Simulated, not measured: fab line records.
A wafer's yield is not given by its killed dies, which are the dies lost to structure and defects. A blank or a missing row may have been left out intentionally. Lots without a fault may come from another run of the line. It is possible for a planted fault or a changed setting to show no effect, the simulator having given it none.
Comparing a struck lot with a sound one | flow nand_harc | 13 steps out of a route of 1302
Sound: the wafers L528.1, L528.2, L528.4. Struck: wafers L533.4, L533.5 (left out: L533.2, a lot-mate that was not struck); the cause follows at the end.
Per side, at each step with rows, come the tool, then ch with its chambers, and then its first start. Under that, the readings that differ: sound wafers | struck wafers | difference of the means | sigmas: that difference in standard deviations of wafers without a fault.
alike: same words and numbers on both sides, and readings whose means sit less than 2 such deviations apart. not compared: any withheld reading, any reading some wafer has no value for, any bound like >300 that may hide the same value, and any number with overlapping values for which the record gives no deviation.
The two part at a step that has a row with sigmas, a row that says differs or no value, or rows on one side only. Numbers that don't overlap but have no deviation are shown without sigmas and don't part them. A reading that every wafer of one side lacks parts them only if that side has two wafers or more.

NHARC_A_STAIRCASE_TRIM_224: chemistry O2, time 211.2 s.
  sound: rie_diel-01 ch 0,1,3; struck: rie_diel-07 ch 2
  reading                     | sound       | struck  | difference | sigmas
  drypump_motor_current_A (A) | 5.7 6.3 6.3 | 5.2 5.2 | -0.9       | -3
  alike: oes_product_au, rf_vpp_V, showerhead_plenum_p_Torr, throttle_valve_pct
  not compared: rf_hours_counter_h
then, 2 steps without rows for these wafers: NHARC_A_STAIRCASE_ETCH_225 (etches the open film in C4F8/O2, target depth 100 nm, time 40.5 s); NHARC_A_STAIRCASE_TRIM_226 (chemistry O2, time 211.2 s).
NHARC_A_STAIRCASE_ETCH_227: etches the open film in C4F8/O2, target depth 100 nm, time 40.5 s.
  sound: rie_diel-01 ch 0,1,3; struck: rie_diel-07 ch 0,3
  alike: oes_product_au, rf_vpp_V, run_length_s
  not compared: rf_hours_counter_h
then, 2 steps without rows for these wafers: NHARC_A_STAIRCASE_TRIM_229 (chemistry O2, time 211.2 s); NHARC_A_STAIRCASE_ETCH_230 (etches the open film in C4F8/O2, target depth 100 nm, time 40.5 s).
NHARC_A_STAIRCASE_TRIM_231: chemistry O2, time 211.2 s.
  sound: rie_diel-01 ch 0,1,2; struck: rie_diel-04 ch 3
  alike: drypump_motor_current_A, oes_product_au, rf_vpp_V, showerhead_plenum_p_Torr, throttle_valve_pct
  not compared: rf_hours_counter_h
then, 1 step without rows for these wafers: NHARC_A_STAIRCASE_ETCH_232 (etches the open film in C4F8/O2, target depth 100 nm, time 40.5 s).
NHARC_A_STAIRCASE_TRIM_233: chemistry O2, time 211.2 s.
  sound: rie_diel-01 ch 0,2,3; struck: rie_diel-04 ch 0,2
  alike: drypump_motor_current_A, oes_product_au, rf_vpp_V, showerhead_plenum_p_Torr, throttle_valve_pct
  not compared: rf_hours_counter_h
then, 1 step without rows for these wafers: NHARC_A_STAIRCASE_ETCH_234 (etches the open film in C4F8/O2, target depth 100 nm, time 40.5 s).
NHARC_A_STAIRCASE_TRIM_235: chemistry O2, time 211.2 s.
  sound: rie_diel-01 ch 0,1,2; struck: rie_diel-04 ch 1,3
  alike: drypump_motor_current_A, oes_product_au, rf_vpp_V, showerhead_plenum_p_Torr, throttle_valve_pct
  not compared: rf_hours_counter_h
NHARC_A_STAIRCASE_ETCH_236: etches the open film in C4F8/O2, target depth 100 nm, time 40.5 s.
  sound on rie_diel-01 ch 1,2,3, day 17 17:22; struck on rie_diel-04 ch 0, day 20 06:49
  reading               | sound             | struck      | difference | sigmas
  oes_product_au (a.u.) | 0.940 0.958 0.939 | 0.920 0.923 | -0.024     | -2
  run_length_s (s)      | 61.5 61.7 61.4    | 44.7 44.8   | -16.8      | -47
  alike: rf_vpp_V
  not compared: rf_hours_counter_h
-- break in the record here, with 8 days between the starts of the struck wafers on either side (left off in module A_STAIRCASE, picked up again in module END, where the first step shown is number 1302 on the route) --
NHARC_END_SORT_01:
  sound on prober-01 ch 0, day 26 05:04; struck on prober-02 ch 0, day 28 16:52
  reading         | sound    | struck  | difference | sigmas
  killed_at_array | 41 51 38 | 670 669 | +626       | +31
  killed_at_other | 0 0 0    | 3 4     | +4         | +2
  killed_dies     | 42 55 42 | 677 677 | +631       | +30
  alike: killed_at_periphery, killed_open, killed_short

WHERE THEY PART
Earliest at NHARC_A_STAIRCASE_TRIM_224; latest, in this record, at NHARC_END_SORT_01.

WHY: the cause the simulator had injected
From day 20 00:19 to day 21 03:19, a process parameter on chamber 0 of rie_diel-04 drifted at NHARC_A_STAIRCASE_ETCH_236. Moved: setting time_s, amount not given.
